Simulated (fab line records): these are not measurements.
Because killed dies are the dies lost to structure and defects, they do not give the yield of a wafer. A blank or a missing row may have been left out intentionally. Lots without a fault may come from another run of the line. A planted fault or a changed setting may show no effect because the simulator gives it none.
fab line records + flow n5-finfet
record
- lots=6
- wafers=16
- last-day=17
route steps=1938 shown BEOL_M9@1452
lots that met no fault: taken from a fault-free run of the same line
start-h: the number of hours between the record's first day and the start of the first shown wafer of the lot + wait-h: hours since the lot's step before + " unchanged from the row above + L1.1+2: a single row standing in for several wafers + - no value, or no start given + * or withheld: withheld + < > ~ a bound
route shown NAME@n: a module of which the file shows steps, and the number in the route of the first + usual: mean/standard deviation taken from wafers without a fault + same: alike in all rows + chamber/n: place in a boat + sites: each site's reading + _std_site: how widely they spread, as a standard deviation + _edge_site: inner sites' mean taken away from outer sites' mean + radius-mm: how far each site lies from the wafer's centre + mask NAME#n: copy n + behind: the last tool/chamber to shape the wafer + hold: why the lot was held/for how many hours/how that ended + device: whichever transistor did not switch (one of n, p or np) + end of line: at the end of the route, the tests of the same wafers + for a step that has no rows: nothing shown but its recipe + killed: dies lost to structure and defects at the first sort, not the wafer's yield + map: dies across one wafer; x = killed, . = not, _ = none there
set.NAME: setting as actually run; set.NAME@STEP: the setting as run at that earlier step + model.NAME: the simulator's own value behind a step, which no gauge read
lots at selected steps of the route; one table per step, one row per wafer
services: a tool's chamber out of use, with start hour (start-h, from the record's first day; less than 0 if before it), hours out, and reason
## steps
# step N5_BEOL_M9_PRECLEAN_42
# recipe
- chemistry=residue-remover
- time-s=60
- temp-c=40
# step N5_BEOL_M9_SRD_43
# recipe
- time-s=30
- temp-c=23
- rinse-liquid=diw
- dry=ipa-marangoni
# step N5_BEOL_M9_CD_MEAS_35
# recipe
- target-cd-nm=70
- target-cd-y-nm=40
- polarity=opening
# usual
- cd-nm=70.2/0.61
| lot.wafer | tool      | chamber | start-h | wait-h | cd-nm |
|-----------|-----------|---------|---------|--------|-------|
| L804.1    | cd-sem-02 | -       | 255.56  | 0.0    | 69.5  |
| L804.6    | "         | -       | "       | "      | 71.6  |
| L810.2    | cd-sem-01 | -       | 283.60  | 0.0    | 70.7  |
| L810.4    | "         | -       | "       | "      | 68.5  |
| L810.5    | "         | -       | "       | "      | 69.9  |
| L811.2    | cd-sem-02 | -       | 292.24  | 0.0    | 69.6  |
| L811.3    | "         | -       | "       | "      | 69.8  |
| L811.4    | "         | -       | "       | "      | 69.8  |
| L812.2    | cd-sem-01 | -       | 320.98  | 0.0    | 69.6  |
| L812.4    | "         | -       | "       | "      | 69.3  |
| L819.1    | cd-sem-02 | -       | 351.08  | 0.0    | 70.3  |
| L819.2    | "         | -       | "       | "      | 70.5  |
| L819.4    | "         | -       | "       | "      | 69.0  |
| L820.2    | cd-sem-01 | -       | 353.55  | 0.0    | 70.3  |
| L820.5    | "         | -       | "       | "      | 70.8  |
| L820.6    | "         | -       | "       | "      | 69.2  |
# step N5_BEOL_M9_CURE_72
# recipe
- temp-c=370
- time-s=120
- ambient=DMADMS/He
- material=SiCOH_lowk
# usual
- lamp-power-pct=52.31/0.058
- wafer_temp_C_max=371.7/0.51
| lot.wafer | tool       | chamber | start-h | wait-h | lamp-power-pct | wafer_temp_C_max |
|-----------|------------|---------|---------|--------|----------------|------------------|
| L804.1    | uv-cure-03 | 1       | 255.62  | 0.1    | 52.42          | 371.1            |
| L804.6    | "          | 1       | "       | "      | 52.35          | 371.5            |
| L810.2    | uv-cure-01 | 1       | 283.87  | 0.3    | 52.29          | 371.4            |
| L810.4    | "          | 1       | "       | "      | 52.26          | 371.5            |
| L810.5    | "          | 1       | "       | "      | 52.31          | 371.1            |
| L811.2    | uv-cure-03 | 2       | 292.33  | 0.1    | 52.26          | 372.0            |
| L811.3    | "          | 2       | "       | "      | 52.48          | 372.8            |
| L811.4    | "          | 2       | "       | "      | 52.40          | 372.5            |
| L812.2    | uv-cure-01 | 1       | 321.07  | 0.1    | 52.34          | 371.5            |
| L812.4    | "          | 1       | "       | "      | 52.36          | 371.1            |
| L819.1    | uv-cure-02 | 1       | 351.26  | 0.2    | 52.28          | 371.5            |
| L819.2    | "          | 1       | "       | "      | 52.20          | 371.4            |
| L819.4    | "          | 1       | "       | "      | 52.35          | 372.7            |
| L820.2    | uv-cure-02 | 2       | 353.64  | 0.1    | 52.30          | 371.7            |
| L820.5    | "          | 2       | "       | "      | 52.34          | 371.2            |
| L820.6    | "          | 2       | "       | "      | 52.32          | 371.2            |
# step N5_BEOL_M9_DEGAS_44
# recipe
- ambient=vacuum
- temp-c=250
- time-s=60
# usual
- heater-power-w=330/32
| lot.wafer | tool           | chamber | start-h | wait-h | heater-power-w |
|-----------|----------------|---------|---------|--------|----------------|
| L804.1    | pvd-sputter-01 | -       | 255.98  | 0.3    | 316            |
| L804.6    | "              | -       | "       | "      | 278            |
| L810.2    | pvd-sputter-03 | -       | 284.27  | 0.3    | 382            |
| L810.4    | "              | -       | "       | "      | 320            |
| L810.5    | "              | -       | "       | "      | 352            |
| L811.2    | pvd-sputter-02 | -       | 292.94  | 0.6    | 341            |
| L811.3    | "              | -       | "       | "      | 310            |
| L811.4    | "              | -       | "       | "      | 280            |
| L812.2    | pvd-sputter-03 | -       | 321.80  | 0.7    | 372            |
| L812.4    | "              | -       | "       | "      | 341            |
| L819.1    | pvd-sputter-02 | -       | 351.62  | 0.3    | 307            |
| L819.2    | "              | -       | "       | "      | 286            |
| L819.4    | "              | -       | "       | "      | 346            |
| L820.2    | pvd-sputter-03 | -       | 354.42  | 0.7    | 347            |
| L820.5    | "              | -       | "       | "      | 374            |
| L820.6    | "              | -       | "       | "      | 343            |
# step N5_BEOL_M9_PRE_CLEAN_45
# recipe
- gas=H2/He
- time-s=30
- temp-c=250
# usual
- heater-power-w=331/32
| lot.wafer | tool           | chamber | start-h | wait-h | heater-power-w |
|-----------|----------------|---------|---------|--------|----------------|
| L804.1    | pvd-sputter-01 | -       | 256.02  | 0.0    | 310            |
| L804.6    | "              | -       | "       | "      | 284            |
| L810.2    | pvd-sputter-03 | -       | 284.31  | 0.0    | 374            |
| L810.4    | "              | -       | "       | "      | 319            |
| L810.5    | "              | -       | "       | "      | 347            |
| L811.2    | pvd-sputter-02 | -       | 292.98  | 0.0    | 336            |
| L811.3    | "              | -       | "       | "      | 309            |
| L811.4    | "              | -       | "       | "      | 291            |
| L812.2    | pvd-sputter-03 | -       | 321.84  | 0.0    | 369            |
| L812.4    | "              | -       | "       | "      | 338            |
| L819.1    | pvd-sputter-02 | -       | 351.66  | 0.0    | 310            |
| L819.2    | "              | -       | "       | "      | 277            |
| L819.4    | "              | -       | "       | "      | 336            |
| L820.2    | pvd-sputter-03 | -       | 354.46  | 0.0    | 339            |
| L820.5    | "              | -       | "       | "      | 378            |
| L820.6    | "              | -       | "       | "      | 345            |
# step N5_BEOL_M9_ALD_74
# recipe
- material=TaN
- target-thk-a=20
- temp-c=275
- ald-precursor-family=PDMAT
- ald-co-reactant=NH3
- pressure-torr=3
- carrier-flow-sccm=1500
- pulse-time-s=2
- purge-time-s=3
- co-reactant-purge-time-s=2
- co-reactant-pulse-time-s=3
- ald-cycles=40
- precursor-vessel-temp-c=75
- precursor-vessel-pressure-torr=26.25
- precursor-vessel-carrier-sccm=1000
# usual
- heater-power-w=403/35
# same
- ald-cycles=40
| lot.wafer | tool         | chamber | start-h | wait-h | heater-power-w | since-wet-clean-h |
|-----------|--------------|---------|---------|--------|----------------|-------------------|
| L804.1    | ald-metal-02 | 0       | 256.10  | 0.1    | 448            | 1457              |
| L804.6    | "            | 1       | "       | "      | 383            | -                 |
| L810.2    | ald-metal-03 | 1       | 284.37  | 0.0    | 382            | 4563              |
| L810.4    | "            | 0       | "       | "      | 385            | 4563              |
| L810.5    | "            | 0       | "       | "      | 384            | -                 |
| L811.2    | ald-metal-02 | 1       | 293.06  | 0.1    | 376            | 1494              |
| L811.3    | "            | 3       | "       | "      | 374            | 1494              |
| L811.4    | "            | 2       | "       | "      | 406            | 1494              |
| L812.2    | ald-metal-02 | 0       | 321.90  | 0.0    | 451            | 1523              |
| L812.4    | "            | 3       | "       | "      | 378            | 1523              |
| L819.1    | ald-metal-03 | 1       | 351.77  | 0.1    | 364            | 4630              |
| L819.2    | "            | 0       | "       | "      | 392            | 4630              |
| L819.4    | "            | 2       | "       | "      | 413            | 4630              |
| L820.2    | ald-metal-02 | 1       | 354.52  | 0.0    | 383            | 1556              |
| L820.5    | "            | 3       | "       | "      | 376            | -                 |
| L820.6    | "            | 2       | "       | "      | 406            | -                 |
# step N5_BEOL_M9_SURFACE_TREAT_79
# recipe
- gas=Ar
- time-s=*
- ion-energy-ev=*
- ion-current-ma-cm2=0.5
- pressure-mtorr=*
- ar-flow-sccm=30
# step N5_BEOL_M9_CVD_78
# recipe
- material=Co
- target-thk-a=20
- temp-c=withheld
- precursor=CCTBA/H2
- pressure-torr=30
- time-s=138.9
# step N5_BEOL_M9_SPUTTER_48
# recipe
- material=Cu
- target-thk-a=120
- temp-c=-20
- bias-v=60
- power-w=26000
- chamber-pressure-pa=0.13
- time-s=2
# step N5_BEOL_M9_ECD_50
# recipe
- material=Cu
- target-thk-a=3180
# step N5_BEOL_M9_ANNEAL_51
# recipe
- temp-c=225
- time-s=90
- ambient=N2
# usual
- wafer_temp_C_max=225.84/0.26
| lot.wafer | tool          | chamber | start-h | wait-h | wafer_temp_C_max |
|-----------|---------------|---------|---------|--------|------------------|
| L804.1    | rtp-anneal-02 | 0       | 256.93  | 0.1    | 225.58           |
| L804.6    | "             | 0       | "       | "      | 225.79           |
| L810.2    | rtp-anneal-02 | 0       | 288.91  | 0.1    | 225.56           |
| L810.4    | "             | 0       | "       | "      | 225.63           |
| L810.5    | "             | 0       | "       | "      | 225.39           |
| L811.2    | rtp-anneal-01 | 0       | 294.17  | 0.1    | 225.84           |
| L811.3    | "             | 0       | "       | "      | 225.96           |
| L811.4    | "             | 0       | "       | "      | 226.27           |
| L812.2    | rtp-anneal-01 | 0       | 323.12  | 0.3    | 225.73           |
| L812.4    | "             | 0       | "       | "      | 225.91           |
| L819.1    | rtp-anneal-01 | 0       | 353.93  | 0.1    | 226.11           |
| L819.2    | "             | 0       | "       | "      | 225.74           |
| L819.4    | "             | 0       | "       | "      | 225.64           |
| L820.2    | rtp-anneal-01 | 0       | 356.56  | 0.9    | 225.77           |
| L820.5    | "             | 0       | "       | "      | 225.88           |
| L820.6    | "             | 0       | "       | "      | 225.89           |
# step N5_BEOL_M9_CMP_52
# recipe
- stop-on=SiCOH_lowk
- t-overpolish-s=7
- down-force-psi=1
- platen-rpm=50
- clearing-platen-down-force-psi=1.5
- clearing-platen-rpm=50
- post-cmp-clean=cu-alkaline
- target-thk-nm=140
- clearing-platen-pad-velocity-m-s=0.99484
- pad-velocity-m-s=0.99484
# usual
- barrier-field-endpoint-s=29.0/0.71
- motor-current-A=6.4/0.8
- overpolish-run-s=6.998/0.0091
- slurry-filter-dp-kPa=13.49/0.14
- time-to-endpoint-s=66/3.4
| lot.wafer | tool   | chamber | start-h | wait-h | barrier-field-endpoint-s | motor-current-A | overpolish-run-s | slurry-filter-dp-kPa | time-to-endpoint-s |
|-----------|--------|---------|---------|--------|--------------------------|-----------------|------------------|----------------------|--------------------|
| L804.1    | cmp-02 | 1       | 257.26  | 0.3    | 27.2                     | 7.0             | 6.999            | 13.25                | 61                 |
| L804.6    | "      | 0       | "       | "      | 29.1                     | 5.5             | 6.982            | 13.69                | 65                 |
| L810.2    | cmp-01 | 1       | 289.16  | 0.2    | 27.9                     | 7.6             | 7.012            | 13.49                | 64                 |
| L810.4    | "      | 0       | "       | "      | 28.3                     | 7.3             | 6.998            | 13.48                | 62                 |
| L810.5    | "      | 1       | "       | "      | 28.8                     | 7.6             | 6.997            | 13.20                | 62                 |
| L811.3    | cmp-01 | 2       | 294.42  | 0.2    | 28.8                     | 6.3             | 7.001            | 13.51                | 64                 |
| L811.4    | "      | 0       | "       | "      | 16.5                     | 7.9             | 6.991            | 13.63                | 39                 |
| L811.2    | "      | 1       | "       | "      | 16.2                     | 7.5             | 6.995            | 13.58                | 37                 |
| L812.4    | cmp-01 | 0       | 323.38  | 0.1    | 16.2                     | 7.5             | 6.994            | 13.52                | 34                 |
| L812.2    | "      | 2       | "       | "      | 15.7                     | 6.3             | 6.992            | 13.49                | 32                 |
| L819.2    | cmp-03 | 3       | 354.23  | 0.2    | 30.6                     | 5.8             | 7.007            | 13.54                | 71                 |
| L819.4    | "      | 0       | "       | "      | 30.6                     | 5.8             | 6.997            | 13.68                | 71                 |
| L819.1    | "      | 2       | "       | "      | 31.2                     | 5.7             | 6.997            | 13.48                | 72                 |
| L820.2    | cmp-02 | 0       | 356.87  | 0.3    | 28.6                     | 5.6             | 6.992            | 13.58                | 61                 |
| L820.6    | "      | 3       | "       | "      | 29.0                     | 5.7             | 6.987            | 13.45                | 61                 |
| L820.5    | "      | 0       | "       | "      | 29.0                     | 5.5             | 6.998            | 13.32                | 64                 |
## services
| tool           | chamber | start-h | hours | kind                           |
|----------------|---------|---------|-------|--------------------------------|
| uv-cure-02     | -       | 232.01  | 1.0   | pm                             |
| cmp-03         | -       | 235.56  | 1.1   | repair                         |
| rtp-anneal-02  | -       | 236.21  | 4.7   | pm                             |
| uv-cure-02     | -       | 238.47  | 9.2   | pm                             |
| cmp-03         | -       | 243.89  | 5.3   | pm                             |
| cmp-02         | -       | 244.01  | 1.5   | repair                         |
| cmp-01         | -       | 257.60  | 4.0   | pm                             |
| ald-metal-03   | -       | 259.98  | 8.7   | pm                             |
| cmp-01         | -       | 261.60  | -     | consumable-replace:conditioner |
| cmp-01         | -       | 261.60  | -     | consumable-replace:pad         |
| pvd-sputter-01 | -       | 265.60  | 4.9   | repair                         |
| ald-metal-03   | 1       | 272.93  | 4.8   | repair                         |
| uv-cure-02     | -       | 281.48  | 2.8   | pm                             |
| cmp-02         | -       | 287.69  | 1.8   | repair                         |
| cmp-01         | -       | 294.79  | 0.3   | repair                         |
| uv-cure-01     | -       | 295.04  | 3.0   | repair                         |
| cmp-02         | -       | 305.39  | 3.3   | repair                         |
| pvd-sputter-02 | -       | 306.05  | 1.9   | repair                         |
| ald-metal-03   | 0       | 317.25  | 10.0  | repair                         |
| ald-metal-03   | 1       | 319.23  | 13.0  | repair                         |
| cmp-02         | -       | 340.86  | 5.7   | pm                             |
| ald-metal-02   | -       | 344.43  | 0.2   | repair                         |
| uv-cure-03     | -       | 345.58  | 7.6   | repair                         |
| pvd-sputter-03 | -       | 352.94  | 1.0   | repair                         |
## key
first-sign
- step=N5_BEOL_M9_CMP_52
- reading=barrier-field-endpoint-s
- direction=down
- sigmas=18
- usual=29.0
- struck=16.1
effect
- step=N5_BEOL_M9_CMP_52
- reading=time-to-endpoint-s
- direction=down
- sigmas=8.9
- usual=*
- struck=*
met-at N5_BEOL_M9_CMP_52
struck-wafers L811.2,L811.4,L812.2,L812.4
onset-between 289.16 294.42
fault
- kind=process-parameter-drift
- tool=cmp-01
- chamber=-
- onset-h=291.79
- steps=N5_BEOL_M9_CMP_52
- channel=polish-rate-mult
- offset=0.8
- shape=step
- end-h=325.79
- scope=struck-wafers-only
